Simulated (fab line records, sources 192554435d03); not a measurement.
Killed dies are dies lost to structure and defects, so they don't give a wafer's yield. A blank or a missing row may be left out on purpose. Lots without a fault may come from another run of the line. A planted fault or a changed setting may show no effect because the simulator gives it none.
Split-lot experiment | flow n5_finfet | 7 lots, 21 wafers read, on a route of 1938 steps

THE SPLIT
At N5_BEOL_M10_COAT_64 (time 60 s, resist thk 30 nm), the setting spin_rpm was moved away from the recipe's 1500 rpm on 5 of the 21 wafers read, by -6.2% to +9.1%. The other wafers ran this setting at the recipe's value.

FROM THE SPLIT TO THE READING: what the file shows between them, 4 steps
- N5_BEOL_M10_COAT_22: resist thk 90 nm
- N5_BEOL_M10_EBR_24
- N5_BEOL_M10_DESCUM_33: chemistry O2, time 7.9 s
- N5_BEOL_M10_ETCH_65: etches SiARC in CF4, target depth 39 nm, time 65 s

THE READING
SiARC_of_BEOL_M10_COAT_64.thk_nm (the simulator's own value, which no gauge read), in nm, at N5_BEOL_M10_ETCH_66 (etches SOC in N2/H2, target depth 120 nm, overetch 24 nm, time 180 s). The file gives no usual value for it. The 16 wafers here that ran the recipe average 22.9 nm, standard deviation 0.27 nm.

wafer  | tool, chamber at the split | spin_rpm as run, rpm | against the recipe | SiARC_of_BEOL_M10_COAT_64.thk_nm, nm | against lot-mates on the recipe
L074.4 | litho_track-03, 0          | 1446                 | -3.6%              | 23.4                                 | +0.5
L074.5 | litho_track-03, 0          | 1500                 | recipe             | 22.8                                 | -
L074.6 | litho_track-03, 0          | 1500                 | recipe             | 23                                   | -
L078.3 | litho_track-03, 0          | 1500                 | recipe             | 23.2                                 | -
L078.6 | litho_track-03, 0          | 1500                 | recipe             | 23.2                                 | -
L078.4 | litho_track-03, 0          | 1500                 | recipe             | 23.2                                 | -
L083.3 | litho_track-03, 0          | 1500                 | recipe             | 23.2                                 | -
L083.4 | litho_track-03, 0          | 1615                 | +7.7%              | 21.8                                 | -1.3
L083.5 | litho_track-03, 0          | 1500                 | recipe             | 23                                   | -
L085.2 | litho_track-05, 0          | 1500                 | recipe             | 22.6                                 | -
L085.3 | litho_track-05, 0          | 1407                 | -6.2%              | 24.2                                 | +1.6
L085.6 | litho_track-05, 0          | 1500                 | recipe             | 22.6                                 | -
L088.1 | litho_track-04, 0          | 1500                 | recipe             | 23.2                                 | -
L088.2 | litho_track-04, 0          | 1500                 | recipe             | 23                                   | -
L088.5 | litho_track-04, 0          | 1500                 | recipe             | 23.2                                 | -
L091.1 | litho_track-03, 0          | 1637                 | +9.1%              | 21.2                                 | -1.8
L091.3 | litho_track-03, 0          | 1500                 | recipe             | 23                                   | -
L091.4 | litho_track-03, 0          | 1637                 | +9.1%              | 21.8                                 | -1.2
L092.4 | litho_track-03, 0          | 1500                 | recipe             | 22.6                                 | -
L092.5 | litho_track-03, 0          | 1500                 | recipe             | 22.4                                 | -
L092.6 | litho_track-03, 0          | 1500                 | recipe             | 22.6                                 | -

THE FIT
A straight line over all 21 wafers: SiARC_of_BEOL_M10_COAT_64.thk_nm changes by -0.161 nm for each +1% of spin_rpm; r = -0.91; the points scatter about the line by 0.28 nm.
The same after taking each lot's own level away (the mean of its wafers on the recipe; 21 wafers): -0.179 nm for each +1%; r = -0.97; scatter 0.17 nm.
On that fit, the largest move of spin_rpm shifts the reading by 1.6 nm.
The lots' own levels span 22.53 to 23.20 nm, that is 2.4 times the standard deviation above.
So the lot-to-lot level changes the slope: the two fits differ.
Check: with one of the wafers moved furthest among these (+9.1%) left out of the fit, the line predicts -1.51 nm for it against its lot-mates. It came out at -1.8 nm against them.

THE WHOLE CHAIN: every reading that the file lists as answering this split, in the file's order
step                | what it does                                                         | reading                                                                             | change (the file's fit)               | r (the file's)
N5_BEOL_M10_COAT_64 | time 60 s, resist thk 30 nm                                          | SiARC_of_BEOL_M10_COAT_64.thk_nm (the simulator's own value, which no gauge read)   | -0.151 nm for each +1% of the setting | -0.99
N5_BEOL_M10_ETCH_65 | etches SiARC in CF4, target depth 39 nm, time 65 s                   | etch.depth_nm (the simulator's own value, which no gauge read)                      | -0.153 nm for each +1% of the setting | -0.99
N5_BEOL_M10_ETCH_65 | etches SiARC in CF4, target depth 39 nm, time 65 s                   | CAR-ArF_of_BEOL_M10_COAT_22.thk_nm (the simulator's own value, which no gauge read) | +0.156 nm for each +1% of the setting | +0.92
N5_BEOL_M10_ETCH_66 | etches SOC in N2/H2, target depth 120 nm, overetch 24 nm, time 180 s | SiARC_of_BEOL_M10_COAT_64.thk_nm (the simulator's own value, which no gauge read)   | -0.183 nm for each +1% of the setting | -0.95

THE FILE'S OWN FIT
SiARC_of_BEOL_M10_COAT_64.thk_nm changes by -0.183 nm for each +1% of spin_rpm, r = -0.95.
